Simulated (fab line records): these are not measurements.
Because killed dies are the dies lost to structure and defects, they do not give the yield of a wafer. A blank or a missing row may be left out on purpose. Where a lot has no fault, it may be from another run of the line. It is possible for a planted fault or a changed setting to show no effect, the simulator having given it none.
Matching of chambers	flow nandHarc	cmp-03 running NHARC_A_STAIRCASE_CMP_152: 4 sister chambers
The step polishes. 24 wafers are shown with their chamber, then 12 later ones without.

## EACH WAFER AND ITS CHAMBER
wafer	chamber	motorCurrentA (A)
L079.1	0	9.6
L079.3	3	10.5
L079.4	2	12.0
L079.2	1	12.2
L079.5	2	12.2
L079.6	3	10.1
L080.3	0	10.0
L080.5	1	12.2
L080.6	0	10.0
L082.1	0	9.7
L082.4	3	10.2
L082.6	1	12.4
L081.2	0	10.0
L081.3	1	12.3
L081.5	3	10.5
L084.1	1	12.7
L084.3	2	11.7
L084.5	2	11.9
L087.2	0	10.3
L087.4	3	10.3
L087.6	1	12.5
L089.4	0	10.1
L089.5	1	12.1
L089.6	0	10.4

SIGNATURES (averages over the wafers above)
reading	chamber 0	chamber 1	chamber 2	chamber 3	scatter within a chamber
motorCurrentA	10.012	12.343	11.950	10.320	0.226
Rule: a wafer's distance from a chamber is the root of the sum, over the readings, of the square of ((its reading less the chamber's mean) divided by the reading's scatter). The wafer belongs to the nearest chamber; if the next one is less than 2 further off, it can't be placed. The scatter: take each reading less its chamber's mean, square it, sum over the shown wafers, divide by the number of wafers less the number of chambers, and take the root.

## WAFERS WITH NO CHAMBER GIVEN
wafer	motorCurrentA (A)
L091.1	10.1
L091.4	9.7
L091.5	12.0
L097.1	10.2
L097.2	12.2
L097.5	12.0
L097.3	10.1
L097.4	12.4
L097.6	12.6
L096.3	10.2
L096.4	12.3
L096.5	11.0

## WHICH CHAMBER EACH WENT THROUGH
wafer	from the rows above	in truth
L091.1	can't be placed: 0 or 3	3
L091.4	can't be placed: 0 or 3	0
L091.5	can't be placed: 2 or 1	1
L097.1	can't be placed: 3 or 0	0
L097.2	can't be placed: 1 or 2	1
L097.5	can't be placed: 2 or 1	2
L097.3	can't be placed: 0 or 3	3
L097.4	can't be placed: 1 or 2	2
L097.6	can't be placed: 1 or 2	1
L096.3	can't be placed: 3 or 0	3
L096.4	can't be placed: 1 or 2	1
L096.5	can't be placed: 3 or 2 or 0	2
0 of 12 placed correctly. Cannot be placed on the basis of these rows: 12; the candidates contain the true chamber in 12. Placed wrongly: 0.
